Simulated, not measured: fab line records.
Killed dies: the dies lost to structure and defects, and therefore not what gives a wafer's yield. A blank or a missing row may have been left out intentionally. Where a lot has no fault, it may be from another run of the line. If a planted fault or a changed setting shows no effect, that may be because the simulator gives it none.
fab line records    flow nand_harc
record: lots: 6  wafers: 18  last_day: 24
route steps=1159 shown A_SOURCE_PLATE@416 A_ONON_D1@424 END@1159
lots that met no fault: from a run of the same line without faults
start_h: hours from the record's first day to the start of the lot's first wafer shown    wait_h: hours from the lot's prior step to this one    " as in the row above    L1.1+2: several wafers, shown together as one row    - no value, or no start given    * or withheld: withheld    < > ~ a bound
route shown NAME@n: NAME is a module with steps in the file, n the number in the route of the first one    usual: mean and standard deviation over wafers with no fault    same: alike in all rows    chamber/n: place in a boat    sites: the reading at each site    _std_site: standard deviation across them    _edge_site: inner sites' mean taken away from outer sites' mean    radius_mm: for every site, how far away it sits from the centre of the wafer    mask NAME#n: copy n    behind: the most recent tool/chamber to have shaped the wafer    hold: what put the lot on hold/how long, in hours/how the hold closed    device: transistor that didn't switch, given as n, p or np    end of line: tests run on the same wafers once the route is complete    a step given without rows: its recipe and nothing more    killed: dies lost to structure and defects at the first sort, not the wafer's yield    map: the dies of a wafer, with x for killed, . for not killed, _ for no die there
set.NAME: setting as actually run; set.NAME@STEP: the setting as run at that earlier step    model.NAME: the simulator's own value behind a step, which no gauge read
a table for each step, a row for each wafer; lots at some steps of the route
services: a tool's chamber out of use, with start hour (start_h, from the record's first day; less than 0 if before it), hours out, and reason
== steps ==
step: NHARC_A_SOURCE_PLATE_THK_MEAS_09
recipe: thk_meas_gauge: ellipsometry
usual: thk_nm: 9.5/1
lot.wafer  tool           chamber  start_h  wait_h  thk_nm
L773.2     film_metro-02  -        164.84   0.4     10.8
L773.3     "              -        "        "       10.5
L773.5     "              -        "        "       10.4
L777.1     film_metro-01  -        187.23   0.4     8.0
L777.4     "              -        "        "       9.4
L777.5     "              -        "        "       9.2
L779.3     film_metro-02  -        191.19   0.4     9.1
L779.4     "              -        "        "       9.5
L779.5     "              -        "        "       8.4
L785.2     film_metro-01  -        237.98   0.4     9.9
L785.3     "              -        "        "       11.0
L785.5     "              -        "        "       9.1
L791.2     film_metro-02  -        264.98   0.4     9.1
L791.4     "              -        "        "       9.1
L791.5     "              -        "        "       7.8
L790.3     film_metro-01  -        264.98   0.4     8.1
L790.4     "              -        "        "       9.3
L790.6     "              -        "        "       11.7
step: NHARC_A_SOURCE_PLATE_PVD_04
recipe: target_thk_a: 500  material: WSi2
step: NHARC_A_SOURCE_PLATE_CVD_03
recipe: target_thk_a: 2000  temp_c: 620  pressure_mtorr: 200  time_s: 4000  material: poly-Si
step: NHARC_A_SOURCE_PLATE_ANNEAL_05
recipe: temp_c: 850  time_s: 1800
step: NHARC_A_SOURCE_PLATE_THK_MEAS_06
recipe: thk_meas_gauge: ellipsometry
usual: thk_nm: 200.1/2.2
lot.wafer  tool           chamber  start_h  wait_h  thk_nm
L773.2     film_metro-01  -        178.44   0.4     202.4
L773.3     "              -        "        "       205.8
L773.5     "              -        "        "       204.2
L777.1     film_metro-02  -        201.07   0.4     201.9
L777.4     "              -        "        "       201.6
L777.5     "              -        "        "       197.1
L779.3     film_metro-02  -        204.65   0.4     205.1
L779.4     "              -        "        "       202.8
L779.5     "              -        "        "       200.8
L785.2     film_metro-02  -        252.20   0.4     196.1
L785.3     "              -        "        "       195.0
L785.5     "              -        "        "       194.9
L790.3     film_metro-01  -        278.16   0.4     199.1
L790.4     "              -        "        "       197.6
L790.6     "              -        "        "       198.5
L791.2     film_metro-02  -        278.16   0.4     199.5
L791.4     "              -        "        "       201.0
L791.5     "              -        "        "       200.8
step: NHARC_A_SOURCE_PLATE_INSPECT_08
usual: raw_defect_count: 60/19
lot.wafer  tool               chamber  start_h  wait_h  raw_defect_count
L773.2     defect_inspect-02  -        178.50   0.0     62
L773.3     "                  -        "        "       67
L773.5     "                  -        "        "       70
L777.1     defect_inspect-02  -        201.13   0.0     74
L777.4     "                  -        "        "       57
L777.5     "                  -        "        "       41
L779.3     defect_inspect-02  -        204.72   0.0     63
L779.4     "                  -        "        "       75
L779.5     "                  -        "        "       74
L785.2     defect_inspect-01  -        252.26   0.0     111
L785.3     "                  -        "        "       49
L785.5     "                  -        "        "       105
L790.3     defect_inspect-02  -        278.24   0.0     85
L790.4     "                  -        "        "       46
L790.6     "                  -        "        "       54
L791.2     defect_inspect-01  -        278.25   0.0     70
L791.4     "                  -        "        "       107
L791.5     "                  -        "        "       95
step: NHARC_A_ONON_D1_DEP_00
recipe: target_thk_a: 10000  n2_flow_sccm: 2750  n2o_flow_sccm: 2000  nh3_flow_sccm: 500  sih4_flow_sccm: 210  temp_c: 400
step: NHARC_A_ONON_D1_THK_MEAS_02
recipe: thk_meas_gauge: ellipsometry
usual: thk_nm: 1000/9.6
lot.wafer  tool           chamber  start_h  wait_h  thk_nm
L773.2     film_metro-01  -        179.09   -       1001
L773.3     "              -        "        "       1001
L773.5     "              -        "        "       1002
L777.1     film_metro-01  -        201.71   -       1021
L777.4     "              -        "        "       1024
L777.5     "              -        "        "       1021
L779.3     film_metro-01  -        205.29   -       1005
L779.4     "              -        "        "       1005
L779.5     "              -        "        "       1006
L785.2     film_metro-01  -        252.84   -       1009
L785.3     "              -        "        "       1009
L785.5     "              -        "        "       1008
L790.3     film_metro-02  -        278.81   -       989
L790.4     "              -        "        "       988
L790.6     "              -        "        "       990
L791.2     film_metro-01  -        278.82   -       1011
L791.4     "              -        "        "       1010
L791.5     "              -        "        "       1010
step: NHARC_A_ONON_D1_DEP_03
recipe: target_thk_a: 10000  n2_flow_sccm: 2750  n2o_flow_sccm: 2000  nh3_flow_sccm: 500  sih4_flow_sccm: 210  temp_c: 400
step: NHARC_A_ONON_D1_THK_MEAS_05
recipe: thk_meas_gauge: ellipsometry
usual: thk_nm: 998/11
lot.wafer  tool           chamber  start_h  wait_h  thk_nm
L773.2     film_metro-02  -        179.65   -       996
L773.3     "              -        "        "       995
L773.5     "              -        "        "       997
L777.1     film_metro-02  -        202.28   -       997
L777.4     "              -        "        "       997
L777.5     "              -        "        "       998
L779.3     film_metro-02  -        205.86   -       1003
L779.4     "              -        "        "       1003
L779.5     "              -        "        "       1000
L785.2     film_metro-02  -        253.43   -       1021
L785.3     "              -        "        "       1020
L785.5     "              -        "        "       1020
L790.3     film_metro-02  -        279.39   -       1001
L790.4     "              -        "        "       1002
L790.6     "              -        "        "       1001
L791.2     film_metro-01  -        279.39   -       1000
L791.4     "              -        "        "       999
L791.5     "              -        "        "       1000
step: NHARC_A_ONON_D1_DEP_06
recipe: target_thk_a: 10000  n2_flow_sccm: 2750  n2o_flow_sccm: 2000  nh3_flow_sccm: 500  sih4_flow_sccm: 210  temp_c: 400
lot.wafer   tool           chamber  start_h  wait_h
L773.2+3+5  pecvd_onon-04  0        179.76   0.1
L777.1+4+5  pecvd_onon-04  0        202.34   0.1
L779.3+4+5  pecvd_onon-04  0        206.04   0.2
L785.2+3+5  pecvd_onon-02  0        253.54   0.1
L791.2+4+5  pecvd_onon-02  0        279.50   0.1
L790.3+4+6  pecvd_onon-01  0        279.56   0.2
step: NHARC_A_ONON_D1_THK_MEAS_08
recipe: thk_meas_gauge: ellipsometry
usual: thk_nm: 998/9.3
lot.wafer  tool           chamber  start_h  wait_h  thk_nm
L773.2     film_metro-02  -        180.21   -       994
L773.3     "              -        "        "       992
L773.5     "              -        "        "       993
L777.1     film_metro-02  -        202.85   -       995
L777.4     "              -        "        "       1837
L777.5     "              -        "        "       995
L779.3     film_metro-01  -        206.44   -       995
L779.4     "              -        "        "       1838
L779.5     "              -        "        "       995
L785.2     film_metro-02  -        254.00   -       1007
L785.3     "              -        "        "       1008
L785.5     "              -        "        "       1006
L790.3     film_metro-01  -        279.95   -       1024
L790.4     "              -        "        "       1025
L790.6     "              -        "        "       1024
L791.2     film_metro-02  -        279.96   -       1000
L791.4     "              -        "        "       1001
L791.5     "              -        "        "       1000
step: NHARC_A_ONON_D1_DEP_09
recipe: target_thk_a: 10000  n2_flow_sccm: 2750  n2o_flow_sccm: 2000  nh3_flow_sccm: 500  sih4_flow_sccm: 210  temp_c: 400
step: NHARC_END_SORT_01
recipe: temp_c: 25
usual: killed_at_array: 28/10  killed_at_other: 0.6/1.1  killed_at_periphery: 3.6/2.6  killed_dies: 32/10  killed_open: 3.3/1.8  killed_short: 1.9/1.4
same: gross_dies: 677
lot.wafer  tool       chamber  start_h  wait_h  killed_at_array  killed_at_other  killed_at_periphery  killed_dies  killed_open  killed_short
L777.4     prober-02  0        494.94   3.4     671              0                6                    677          4            1
L779.4     prober-01  0        507.71   3.4     672              1                4                    677          6            4
killed by level:class
L777.4 A_ONON_D1:area_dep=645 A_CHANNEL_HOLE_D1:chamber_film_flake=16 A_CHANNEL_FILL_D1:chamber_film_flake=3 A_CONTACT:geometric_particle:open=2 P_GATE:chamber_film_flake=2 P_M1:chamber_film_flake=2 P_CONTACT:geometric_particle:open=1 A_CHANNEL_HOLE_D1:geometric_particle:open=1
L779.4 A_ONON_D1:area_dep=632 A_CHANNEL_HOLE_D1:chamber_film_flake=18 A_SLIT:chamber_film_flake=7 A_CHANNEL_FILL_D1:geometric_particle:open=3 A_WL_FILL:geometric_particle:short=2 P_STI:chamber_film_flake=2 A_ZERO_WELL:chamber_film_flake=2 A_CONTACT:chamber_film_flake=2
map L777.4 (x killed, . not)
____________x____________
_________xxxxxxx_________
_______xxxxxxxxxxx_______
______xxxxxxxxxxxxx______
_____xxxxxxxxxxxxxxx_____
____xxxxxxxxxxxxxxxxx____
____xxxxxxxxxxxxxxxxx____
___xxxxxxxxxxxxxxxxxxx___
___xxxxxxxxxxxxxxxxxxx___
__xxxxxxxxxxxxxxxxxxxxx__
__xxxxxxxxxxxxxxxxxxxxx__
_xxxxxxxxxxxxxxxxxxxxxxx_
_xxxxxxxxxxxxxxxxxxxxxxx_
_xxxxxxxxxxxxxxxxxxxxxxx_
_xxxxxxxxxxxxxxxxxxxxxxx_
_xxxxxxxxxxxxxxxxxxxxxxx_
xxxxxxxxxxxxxxxxxxxxxxxxx
xxxxxxxxxxxxxxxxxxxxxxxxx
xxxxxxxxxxxxxxxxxxxxxxxxx
xxxxxxxxxxxxxxxxxxxxxxxxx
xxxxxxxxxxxxxxxxxxxxxxxxx
_xxxxxxxxxxxxxxxxxxxxxxx_
_xxxxxxxxxxxxxxxxxxxxxxx_
_xxxxxxxxxxxxxxxxxxxxxxx_
_xxxxxxxxxxxxxxxxxxxxxxx_
_xxxxxxxxxxxxxxxxxxxxxxx_
__xxxxxxxxxxxxxxxxxxxxx__
__xxxxxxxxxxxxxxxxxxxxx__
___xxxxxxxxxxxxxxxxxxx___
___xxxxxxxxxxxxxxxxxxx___
____xxxxxxxxxxxxxxxxx____
____xxxxxxxxxxxxxxxxx____
_____xxxxxxxxxxxxxxx_____
______xxxxxxxxxxxxx______
_______xxxxxxxxxxx_______
_________xxxxxxx_________
____________x____________
map L779.4 (x killed, . not)
____________x____________
_________xxxxxxx_________
_______xxxxxxxxxxx_______
______xxxxxxxxxxxxx______
_____xxxxxxxxxxxxxxx_____
____xxxxxxxxxxxxxxxxx____
____xxxxxxxxxxxxxxxxx____
___xxxxxxxxxxxxxxxxxxx___
___xxxxxxxxxxxxxxxxxxx___
__xxxxxxxxxxxxxxxxxxxxx__
__xxxxxxxxxxxxxxxxxxxxx__
_xxxxxxxxxxxxxxxxxxxxxxx_
_xxxxxxxxxxxxxxxxxxxxxxx_
_xxxxxxxxxxxxxxxxxxxxxxx_
_xxxxxxxxxxxxxxxxxxxxxxx_
_xxxxxxxxxxxxxxxxxxxxxxx_
xxxxxxxxxxxxxxxxxxxxxxxxx
xxxxxxxxxxxxxxxxxxxxxxxxx
xxxxxxxxxxxxxxxxxxxxxxxxx
xxxxxxxxxxxxxxxxxxxxxxxxx
xxxxxxxxxxxxxxxxxxxxxxxxx
_xxxxxxxxxxxxxxxxxxxxxxx_
_xxxxxxxxxxxxxxxxxxxxxxx_
_xxxxxxxxxxxxxxxxxxxxxxx_
_xxxxxxxxxxxxxxxxxxxxxxx_
_xxxxxxxxxxxxxxxxxxxxxxx_
__xxxxxxxxxxxxxxxxxxxxx__
__xxxxxxxxxxxxxxxxxxxxx__
___xxxxxxxxxxxxxxxxxxx___
___xxxxxxxxxxxxxxxxxxx___
____xxxxxxxxxxxxxxxxx____
____xxxxxxxxxxxxxxxxx____
_____xxxxxxxxxxxxxxx_____
______xxxxxxxxxxxxx______
_______xxxxxxxxxxx_______
_________xxxxxxx_________
____________x____________
== services ==
tool           chamber  start_h  hours  kind
pecvd_onon-01  -        195.24   13.0   pm
pecvd_onon-04  -        237.01   13.0   pm
== key ==
first_sign: step: NHARC_A_ONON_D1_THK_MEAS_08  reading: thk_nm  direction: up  sigmas: 90  usual: 998  struck: 1838
effect: step: NHARC_END_SORT_01  reading: killed_at_array  direction: up  sigmas: 63  usual: 28  struck: 672
more_kills_born_at: NHARC_A_ONON_D1_DEP_06@pecvd_onon-04: 1277
met_at NHARC_A_ONON_D1_DEP_06
struck_wafers L777.4,L779.4
later_rows_left_out L777.4,L779.4
tester_left_out L777,L779
onset_between 179.76 202.34
fault: kind: process_parameter_drift  tool: pecvd_onon-04  chamber: -  onset_h: 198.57  steps: NHARC_A_ONON_D1_DEP_06  channel: target_thk_a  offset: *  shape: step  end_h: 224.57  scope: struck_wafers_only  acts_in: *  stated: *
tester_left_out: of these lots the tester's yield and bins aren't shown, on N5 and GAA mostly nor the transistor test; their killed dies are dies lost to structure and defects alone, not to doping, threshold or leakage, so they don't give the yield
later_rows_left_out: the simulator's readings of these wafers behind a module that went badly wrong aren't trusted and aren't shown, but for the sort
